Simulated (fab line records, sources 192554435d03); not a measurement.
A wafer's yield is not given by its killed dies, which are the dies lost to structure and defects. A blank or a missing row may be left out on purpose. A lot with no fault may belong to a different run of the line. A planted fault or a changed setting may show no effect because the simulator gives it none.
Which of the tools did it? || flow n5_finfet || 10 lots, 30 wafers sampled, at 1 step of a route of 1938

WHAT THE GAUGES READ, wafer by wafer
N5_PASSIVATION_CD_MEAS_10 targets a cd of 3000 nm. Usual: 2999.2 nm for cd_nm, sd 2.4.
{"lot": "L971", "measured": "day 11 21:20", "on": "cd_sem-02", "cd_nm (nm)": "2999.8 2997.7 2996.7", "flag": ""}
{"lot": "L975", "measured": "day 12 14:55", "on": "cd_sem-02", "cd_nm (nm)": "2999.0 3000.7 3001.7", "flag": ""}
{"lot": "L972", "measured": "day 12 15:05", "on": "cd_sem-03", "cd_nm (nm)": "2998.5 3000.6 2999.9", "flag": ""}
{"lot": "L977", "measured": "day 13 09:36", "on": "cd_sem-01", "cd_nm (nm)": "2995.6 2995.3 2996.5", "flag": ""}
{"lot": "L978", "measured": "day 13 19:47", "on": "cd_sem-01", "cd_nm (nm)": "3000.4 2996.1 2998.8", "flag": ""}
{"lot": "L980", "measured": "day 14 15:35", "on": "cd_sem-03", "cd_nm (nm)": "2997.4 2995.0 2999.5", "flag": ""}
{"lot": "L983", "measured": "day 14 19:11", "on": "cd_sem-02", "cd_nm (nm)": "3000.6 2999.8 3003.1", "flag": ""}
{"lot": "L984", "measured": "day 15 05:06", "on": "cd_sem-01", "cd_nm (nm)": "2999.6 2999.9 2997.4", "flag": ""}
{"lot": "L988", "measured": "day 16 08:52", "on": "cd_sem-03", "cd_nm (nm)": "2998.9 2997.6 3001.8", "flag": ""}
{"lot": "L989", "measured": "day 16 15:39", "on": "cd_sem-01", "cd_nm (nm)": "3000.5 3002.5 3004.5", "flag": ""}

EACH LOT AND THE TOOL THAT RAN IT (in order: tool; ch and the chambers of the sampled wafers; start)
There is no process step in the record ahead of these readings.

WHAT THE TOOLS THEMSELVES READ (means of the sampled wafers that have a number; where no wafer has one, the mark that the record gives instead)
The record holds no such reading with a usual standard deviation.

THE ANSWER, worked out from the rows above alone
Rule: lot off if the mean of its wafers having a number is beyond 3 standard deviations from the usual mean. Also off: a lot with no number at a reading for which 4 or more lots have one. All remaining lots with rows at the step are treated as sound. After the gauges, taken in route order, come the tools' own readings; for these a lot's mean is taken, as printed above. At the first step where some lot is off, the reading lying furthest off is the one used; lots without a number count as furthest.
No lot is off on any of the readings shown, so nothing can be concluded from this.

WHAT HAD BEEN PUT IN BY THE SIMULATOR
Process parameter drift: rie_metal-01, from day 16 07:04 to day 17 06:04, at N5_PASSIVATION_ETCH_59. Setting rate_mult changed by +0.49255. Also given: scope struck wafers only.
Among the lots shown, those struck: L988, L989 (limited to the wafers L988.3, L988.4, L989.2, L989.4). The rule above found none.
